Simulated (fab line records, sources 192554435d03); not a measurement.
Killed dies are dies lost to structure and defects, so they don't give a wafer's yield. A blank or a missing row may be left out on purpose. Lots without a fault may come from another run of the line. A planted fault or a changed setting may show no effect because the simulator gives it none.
Split-lot experiment | flow n5_finfet | 7 lots, 21 wafers read, on a route of 1938 steps

THE SPLIT
At N5_BEOL_M1_TRENCH_ETCH_37 (etches SiOC in C4F6/O2, target depth 55.207 nm, time 29 s), the setting time_s was moved away from the recipe's 29 s on 8 of the 21 wafers read, by -18.4% to +13.6%. The other wafers ran this setting at the recipe's value.

FROM THE SPLIT TO THE READING: what the file shows between them, 2 steps
- N5_BEOL_M1_ETCH_41: etches SiCN in CH3F/O2, target depth 31.9 nm, time 57.8 s
- N5_BEOL_M1_STRIP_97: strips in N2/H2, time 10 s

THE READING
trench_depth_nm, in nm, at N5_BEOL_M1_OCD_MEAS_38. Fault-free wafers of this fab line usually give 55.1 nm, standard deviation 0.94 nm.

wafer  | tool, chamber at the split | time_s as run, s | against the recipe | trench_depth_nm, nm | against lot-mates on the recipe
L078.2 | rie_diel-06, 1             | 32.93            | +13.6%             | 64.1                | +9.0
L078.3 | rie_diel-06, 3             | 29               | recipe             | 55.1                | -
L078.4 | rie_diel-06, 0             | 32.93            | +13.6%             | 62.0                | +6.9
L079.3 | rie_diel-06, 2             | 31.01            | +6.9%              | 59.0                | +2.7
L079.4 | rie_diel-06, 0             | 31.01            | +6.9%              | 58.7                | +2.4
L079.6 | rie_diel-06, 1             | 29               | recipe             | 56.3                | -
L085.2 | rie_diel-02, 2             | 29               | recipe             | 54.3                | -
L085.3 | rie_diel-02, 0             | 29               | recipe             | 55.5                | -
L085.6 | rie_diel-02, 1             | 29               | recipe             | 54.8                | -
L088.2 | rie_diel-03, 1             | 32.61            | +12.4%             | 61.1                | +5.4
L088.3 | rie_diel-03, 2             | 32.61            | +12.4%             | 61.0                | +5.3
L088.5 | rie_diel-03, 0             | 29               | recipe             | 55.7                | -
L089.1 | rie_diel-03, 1             | 29               | recipe             | 54.0                | -
L089.3 | rie_diel-03, 3             | 23.65            | -18.4%             | 45.8                | -9.5
L089.5 | rie_diel-03, 3             | 29               | recipe             | 56.5                | -
L090.3 | rie_diel-06, 2             | 29               | recipe             | 54.5                | -
L090.5 | rie_diel-06, 1             | 29               | recipe             | 55.3                | -
L090.6 | rie_diel-06, 2             | 32.42            | +11.8%             | 62.1                | +7.2
L093.2 | rie_diel-06, 3             | 29               | recipe             | 54.1                | -
L093.3 | rie_diel-06, 3             | 29               | recipe             | 54.7                | -
L093.5 | rie_diel-06, 3             | 29               | recipe             | 54.4                | -

THE FIT
A straight line over all 21 wafers: trench_depth_nm changes by +0.534 nm for each +1% of time_s; r = +0.98; the points scatter about the line by 0.83 nm.
The same after taking each lot's own level away (the mean of its wafers on the recipe; 21 wafers): +0.516 nm for each +1%; r = +0.98; scatter 0.86 nm.
On that fit, the largest move of time_s shifts the reading by 9.5 nm.
The lots' own levels span 54.40 to 56.30 nm, that is 2.0 times the standard deviation above.
So the lot-to-lot level changes the slope little: the two slopes agree.
Check: with one of the wafers moved furthest among these (-18.4%) left out of the fit, the line predicts -9.68 nm for it against its lot-mates. It came out at -9.45 nm against them.

OTHER SPLITS ON THESE WAFERS
These wafers also went through other splits before the reading. Each is held against what the fit with the lots' levels taken away leaves over:
other split on the same wafers              | wafers away from the commonest value | r with trench_depth_nm (lot level and that fit taken away)
N5_MOL_CONTACT_COAG_VIA_ETCH_117 bias_w     | 3                                    | -0.41
N5_BEOL_M0_SAQP_SPACER2_ALD_26 target_thk_a | 7                                    | +0.07
N5_BEOL_M1_ETCH_64 bias_w                   | 5                                    | +0.30
N5_BEOL_M1_ETCH_70 source_w                 | 7                                    | -0.30

THE WHOLE CHAIN: every reading that the file lists as answering this split, in the file's order
step                      | what it does                                              | reading                                                                   | change (the file's fit)               | r (the file's)
N5_BEOL_M1_TRENCH_ETCH_37 | etches SiOC in C4F6/O2, target depth 55.207 nm, time 29 s | BEOL_M1.feature_depth_nm (the simulator's own value, which no gauge read) | +0.495 nm for each +1% of the setting | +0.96
N5_BEOL_M1_TRENCH_ETCH_37 | etches SiOC in C4F6/O2, target depth 55.207 nm, time 29 s | etch.depth_nm (the simulator's own value, which no gauge read)            | +0.494 nm for each +1% of the setting | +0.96
N5_BEOL_M1_OCD_MEAS_38    |                                                           | trench_depth_nm                                                           | +0.52 nm for each +1% of the setting  | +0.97

THE FILE'S OWN FIT
trench_depth_nm changes by +0.52 nm for each +1% of time_s, r = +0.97.
